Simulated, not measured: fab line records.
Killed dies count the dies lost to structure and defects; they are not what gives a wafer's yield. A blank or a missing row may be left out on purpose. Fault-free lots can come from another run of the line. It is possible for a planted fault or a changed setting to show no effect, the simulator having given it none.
A single fault, viewed from 2 desks | flow n5 finfet | what lay behind the numbers comes last; until then each desk has only its own

== AT THE TOOL OWNER'S DESK: rie diel-03 ==
The tool's own readings at N5_BEOL_M5_VIA_ETCH_34 (etches SiCOH lowk in C4F6/O2, target depth 88.3 nm, time 39.2 s): means of the sampled wafers that have a number, for each lot that ran on this tool. The brackets show how far a lot's mean lies from the usual mean; more than 4 standard deviations puts the lot out of limits, marked OUT.
Columns: A = bias w at N5_BEOL_M5_VIA_ETCH_34, usual 185.0 W; B = drypump motor current A at N5_BEOL_M5_VIA_ETCH_34, usual 5.7 A; C = oes_f_703_au at N5_BEOL_M5_VIA_ETCH_34, usual 0.77 a.u.; D = oes product au at N5_BEOL_M5_VIA_ETCH_34, usual 0.76 a.u.; E = rf vpp V at N5_BEOL_M5_VIA_ETCH_34, usual 669 V; F = showerhead plenum p Torr at N5_BEOL_M5_VIA_ETCH_34, usual 2.92 Torr; G = throttle valve pct at N5_BEOL_M5_VIA_ETCH_34, usual 20.78 %
lot  | first seen here | A               | B   | C    | D    | E              | F    | G
L854 | day 8 12:29     | 185.1           | 5.9 | 0.74 | 0.74 | 672            | 2.94 | 20.93
L856 | day 8 13:34     | 185.0           | 5.9 | 0.79 | 0.78 | 671            | 2.92 | 20.80
L855 | day 8 13:57     | 184.7           | 5.6 | 0.78 | 0.79 | 671            | 2.93 | 20.73
L862 | day 10 06:55    | 184.5           | 5.7 | 0.72 | 0.72 | 673            | 2.93 | 20.79
L863 | day 10 19:06    | 185.6           | 5.7 | 0.72 | 0.72 | 672            | 2.93 | 20.82
L870 | day 12 13:07    | 196.5 (+23) OUT | 5.7 | 0.72 | 0.71 | 704 (+7.7) OUT | 2.92 | 20.84
This desk finds L870 out of limits, L870 being first, at day 12 13:07 (bias w at N5_BEOL_M5_VIA_ETCH_34). In limits: L854, L856, L855, L862, L863.

== AT THE METROLOGY DESK ==
Lot by lot, what the gauges showed, no matter which tool ran the lot: averages of those sampled wafers that carry a number. The brackets show how far a lot's mean lies from the usual mean; more than 4 standard deviations puts the lot out of limits, marked OUT.
Columns: A = trench depth nm at N5_BEOL_M5_OCD_MEAS_38, usual 71.4 nm
lot  | first seen here | A
L854 | day 8 12:43     | 70.7
L856 | day 8 13:48     | 71.7
L855 | day 8 14:11     | 71.0
L862 | day 10 07:09    | 69.9
L863 | day 10 19:20    | 70.4
L866 | day 11 12:36    | 72.0
L870 | day 12 13:21    | 70.5
L872 | day 13 04:05    | 71.4
L874 | day 13 20:09    | 73.1
L876 | day 14 02:57    | 71.4
This desk's finding: nothing out of limits on any of the 10 lots.

== PUT TOGETHER ==
The tool owner's desk could have raised an alarm at day 12 13:07, on L870.
From the metrology desk's view, nothing was out of limits.
The metrology desk holds a record of L870, inside its limits.
On rie diel-03, each named lot ran N5_BEOL_M5_VIA_ETCH_34.

== WHAT THE SIMULATOR HAD PUT IN ==
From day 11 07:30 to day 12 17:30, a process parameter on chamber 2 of rie diel-03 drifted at N5_BEOL_M5_VIA_ETCH_34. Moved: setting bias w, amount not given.
Struck lots among those shown: L870.
How many hours passed from the start of the fault until each desk's first out-of-limits reading: the tool owner's desk, 30.
